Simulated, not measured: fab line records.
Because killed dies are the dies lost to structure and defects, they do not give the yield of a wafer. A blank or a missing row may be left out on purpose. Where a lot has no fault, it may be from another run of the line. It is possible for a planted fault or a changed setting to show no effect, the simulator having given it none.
Problem report, 8D (eight disciplines) form, completed by code -- flow n5 finfet -- the parts of the form that need people (team, actions taken, sign-off) are left out

== 1. THE ISSUE ==
At N5_BEOL_M3_ETCH_70, run length s averages 150.5 s over 3 wafers from 3 lots, while fault-free wafers read 143.4 s, standard deviation 0.5. Measured from the usual mean, that is +14 standard deviations.
The step: etches SOC in N2/H2, target depth 80 nm, overetch 16 nm, time 120 s.
First seen on wafer L214.6, day 11 04:22, on rie diel-02. The record has a number at this step for 27 wafers belonging to 10 lots. By rule, "out" or "out of limits" means more than 4 standard deviations away from the usual mean. Any other wafer with a number is counted as sound.

== 2. WHAT IT IS, AND WHAT IT ISN'T ==
question,is,is not
which readings at this step,run length s,"bias w, drypump motor current A, oes product au, rf vpp V, showerhead plenum p Torr, throttle valve pct"
which lots,"L213, L214, L218","L198, L202, L206, L207, L209, L220, L221"
which wafers of those lots,"L213.6, L214.6, L218.1","L213.4, L214.3, L218.4"
read on which tools,rie diel-02,"rie diel-03, rie diel-05"
when,from day 11 04:22,"up to then (16 sound wafers); but 8 sound wafers of L213, L218, L220, L221 came after"

== 3. SUSPECTS, AND WHAT RULES EACH OUT ==
Counting: a tool at a process step up to the reading stays a suspect if it ran every lot that is out. Sound lots after the first of them don't rule it out here, since some wafers of a struck lot are sound.
- rie diel-02 at N5_BEOL_M3_ETCH_70 (etches SOC in N2/H2, target depth 80 nm, overetch 16 nm, time 120 s): kept. It ran every lot that is out, first L214 (day 11 04:22); its last sound lot up to then is L209 (day 9 22:36). Its own run length s readings are out on those wafers.
Left after counting: rie diel-02 at N5_BEOL_M3_ETCH_70.

== 4. THE CAUSE (what the simulator had put in) ==
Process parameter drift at N5_BEOL_M3_ETCH_70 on rie diel-02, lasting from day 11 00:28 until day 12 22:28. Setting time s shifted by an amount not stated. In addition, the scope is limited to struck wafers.
The count eliminated every tool but this one.

== 5. THE CHAIN OF EFFECTS, in route order ==
Rows list readings where the struck wafers' mean (over those with a number) sits beyond 3 standard deviations from the usual. Only readings for which the record gives a usual standard deviation are gone through. hours: the time from each lot's start at the first step in this table that gives one to its start at this step, as a median over the lots. sigmas: the change in usual standard deviations.
hours,step,reading,usual,on struck wafers,change,sigmas
0,N5_BEOL_M3_ETCH_70,run length s,143.4 s,150.5,+7.1,+14
The process steps in it:
- N5_BEOL_M3_ETCH_70: etches SOC in N2/H2, target depth 80 nm, overetch 16 nm, time 120 s.
Later steps that measure or inspect, where all struck wafers having a row at the step show a number for every such reading and not one has moved that far: N5_BEOL_M4_RC_MEAS_101.

== 6. WHAT WOULD HAVE CAUGHT IT SOONER ==
First out-of-limits reading in this record: day 11 04:22, which is 4 hours after fault onset at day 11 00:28.
